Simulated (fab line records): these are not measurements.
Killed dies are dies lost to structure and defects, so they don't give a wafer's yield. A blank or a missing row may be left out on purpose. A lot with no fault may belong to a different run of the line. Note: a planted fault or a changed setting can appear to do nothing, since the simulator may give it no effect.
Split-lot trial || flow n5Finfet || 7 lots, 21 wafers read, on a route of 1938 steps

SPLIT DETAILS
At N5_PMOS_HMC_CHANNEL_EPI_EXPOSE_06 (exposes mask PMOS HMC BLK, target cd 240 nm), the setting doseMj was moved away from the recipe's 41 on 6 of the 21 wafers read, by -6.2% to -2.2%. The other wafers ran this setting at the recipe's value.

FROM THE SPLIT TO THE READING: what the file shows between them, 2 steps
- N5_PMOS_HMC_CHANNEL_EPI_PEB_07: peb time 60 s
- N5_PMOS_HMC_CHANNEL_EPI_DEVELOP_08: develop time 30 s

THE READING
cdNm (nm) at N5_PMOS_HMC_CHANNEL_EPI_CD_MEAS_09, where the cd target is 237.4 nm. On this fab line, fault-free wafers typically give 237.6 nm with a standard deviation of 0.77 nm.

{"wafer": "L078.3", "tool, chamber at the split": "arfiScanner-02, 0", "doseMj as run": 41, "against the recipe": "recipe", "cdNm, nm": 237.8, "against lot-mates on the recipe": "-"}
{"wafer": "L078.5", "tool, chamber at the split": "arfiScanner-02, 0", "doseMj as run": 41, "against the recipe": "recipe", "cdNm, nm": 237.4, "against lot-mates on the recipe": "-"}
{"wafer": "L078.6", "tool, chamber at the split": "arfiScanner-02, 0", "doseMj as run": 41, "against the recipe": "recipe", "cdNm, nm": 236.5, "against lot-mates on the recipe": "-"}
{"wafer": "L079.1", "tool, chamber at the split": "arfiScanner-01, 0", "doseMj as run": 40.09, "against the recipe": "-2.2%", "cdNm, nm": 235.7, "against lot-mates on the recipe": -2.3}
{"wafer": "L079.2", "tool, chamber at the split": "arfiScanner-01, 0", "doseMj as run": 41, "against the recipe": "recipe", "cdNm, nm": 238.0, "against lot-mates on the recipe": "-"}
{"wafer": "L079.3", "tool, chamber at the split": "arfiScanner-01, 0", "doseMj as run": 40.09, "against the recipe": "-2.2%", "cdNm, nm": 236.1, "against lot-mates on the recipe": -1.9}
{"wafer": "L084.2", "tool, chamber at the split": "arfiScanner-01, 0", "doseMj as run": 41, "against the recipe": "recipe", "cdNm, nm": 237.3, "against lot-mates on the recipe": "-"}
{"wafer": "L084.3", "tool, chamber at the split": "arfiScanner-01, 0", "doseMj as run": 38.44, "against the recipe": "-6.2%", "cdNm, nm": 232.4, "against lot-mates on the recipe": -4.8}
{"wafer": "L084.4", "tool, chamber at the split": "arfiScanner-01, 0", "doseMj as run": 41, "against the recipe": "recipe", "cdNm, nm": 237.1, "against lot-mates on the recipe": "-"}
{"wafer": "L086.1", "tool, chamber at the split": "arfiScanner-02, 0", "doseMj as run": 38.75, "against the recipe": "-5.5%", "cdNm, nm": 231.9, "against lot-mates on the recipe": -5.9}
{"wafer": "L086.5", "tool, chamber at the split": "arfiScanner-02, 0", "doseMj as run": 41, "against the recipe": "recipe", "cdNm, nm": 237.4, "against lot-mates on the recipe": "-"}
{"wafer": "L086.6", "tool, chamber at the split": "arfiScanner-02, 0", "doseMj as run": 41, "against the recipe": "recipe", "cdNm, nm": 238.2, "against lot-mates on the recipe": "-"}
{"wafer": "L089.2", "tool, chamber at the split": "arfiScanner-03, 0", "doseMj as run": 41, "against the recipe": "recipe", "cdNm, nm": 236.9, "against lot-mates on the recipe": "-"}
{"wafer": "L089.5", "tool, chamber at the split": "arfiScanner-03, 0", "doseMj as run": 41, "against the recipe": "recipe", "cdNm, nm": 237.6, "against lot-mates on the recipe": "-"}
{"wafer": "L089.6", "tool, chamber at the split": "arfiScanner-03, 0", "doseMj as run": 41, "against the recipe": "recipe", "cdNm, nm": 237.4, "against lot-mates on the recipe": "-"}
{"wafer": "L092.2", "tool, chamber at the split": "arfiScanner-02, 0", "doseMj as run": 41, "against the recipe": "recipe", "cdNm, nm": 237.6, "against lot-mates on the recipe": "-"}
{"wafer": "L092.3", "tool, chamber at the split": "arfiScanner-02, 0", "doseMj as run": 41, "against the recipe": "recipe", "cdNm, nm": 236.0, "against lot-mates on the recipe": "-"}
{"wafer": "L092.6", "tool, chamber at the split": "arfiScanner-02, 0", "doseMj as run": 41, "against the recipe": "recipe", "cdNm, nm": 237.5, "against lot-mates on the recipe": "-"}
{"wafer": "L094.2", "tool, chamber at the split": "arfiScanner-01, 0", "doseMj as run": 39.34, "against the recipe": "-4.0%", "cdNm, nm": 235.7, "against lot-mates on the recipe": -4.1}
{"wafer": "L094.5", "tool, chamber at the split": "arfiScanner-01, 0", "doseMj as run": 41, "against the recipe": "recipe", "cdNm, nm": 239.8, "against lot-mates on the recipe": "-"}
{"wafer": "L094.6", "tool, chamber at the split": "arfiScanner-01, 0", "doseMj as run": 39.34, "against the recipe": "-4.0%", "cdNm, nm": 234.2, "against lot-mates on the recipe": -5.6}

FIT RESULTS
A straight line over all 21 wafers: cdNm changes by +0.817 nm for each +1% of doseMj; r = +0.90; the points scatter about the line by 0.85 nm.
The same after taking each lot's own level away (the mean of its wafers on the recipe; 21 wafers): +0.986 nm for each +1%; r = +0.96; scatter 0.64 nm.
On that fit, the largest move of doseMj shifts the reading by 6.2 nm.
Measured against the standard deviation above, the lots' own levels, which go from 237.03 to 239.80 nm, span 3.6 times it.
So the lot-to-lot level changes the slope: the two fits differ.
Check: with one of the wafers moved furthest among these (-6.2%) left out of the fit, the line predicts -6.96 nm for it against its lot-mates. Against them it came out at -4.8 nm.

FURTHER SPLITS ON THESE WAFERS
Other splits were also applied to these wafers ahead of the reading. Each is held against what the fit with the lots' levels taken away leaves over:
{"other split on the same wafers": "N5_ZERO_LAYER_EXPOSE_08 doseMj", "wafers away from the commonest value": 9, "r with cdNm (lot level and that fit taken away)": -0.41}
{"other split on the same wafers": "N5_ZERO_LAYER_DEVELOP_10 developTimeS", "wafers away from the commonest value": 6, "r with cdNm (lot level and that fit taken away)": "+0.02"}

THE WHOLE CHAIN: every reading that the file lists as answering this split, in the file's order
{"step": "N5_PMOS_HMC_CHANNEL_EPI_CD_MEAS_09", "what it does": "target cd 237.4 nm", "reading": "cdNm", "change (the file's fit)": "+0.964 nm for each +1% of the setting", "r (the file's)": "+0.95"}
{"step": "N5_PMOS_HMC_CHANNEL_EPI_DESCUM_14", "what it does": "chemistry O2, time 7.9 s", "reading": "PMOS_HMC_CHANNEL_EPI.cdNm (the simulator's own value, which no gauge read)", "change (the file's fit)": "+0.911 nm for each +1% of the setting", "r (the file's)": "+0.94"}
{"step": "N5_PMOS_HMC_CHANNEL_EPI_ETCH_32", "what it does": "etches BARC in N2/H2, stops on SiO2, target depth 85.8 nm, time 50.3 s", "reading": "PMOS_HMC_CHANNEL_EPI.cdNm (the simulator's own value, which no gauge read)", "change (the file's fit)": "+0.935 nm for each +1% of the setting", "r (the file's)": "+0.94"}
{"step": "N5_PMOS_HMC_CHANNEL_EPI_FIN_RECESS_16", "what it does": "chemistry HBr/Cl2, target Si, target depth 54 nm, time 18 s", "reading": "PMOS_HMC_CHANNEL_EPI.cdNm (the simulator's own value, which no gauge read)", "change (the file's fit)": "+0.95 nm for each +1% of the setting", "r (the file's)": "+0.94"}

FILE'S OWN FIT
cdNm changes by +0.964 nm for each +1% of doseMj, r = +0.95.
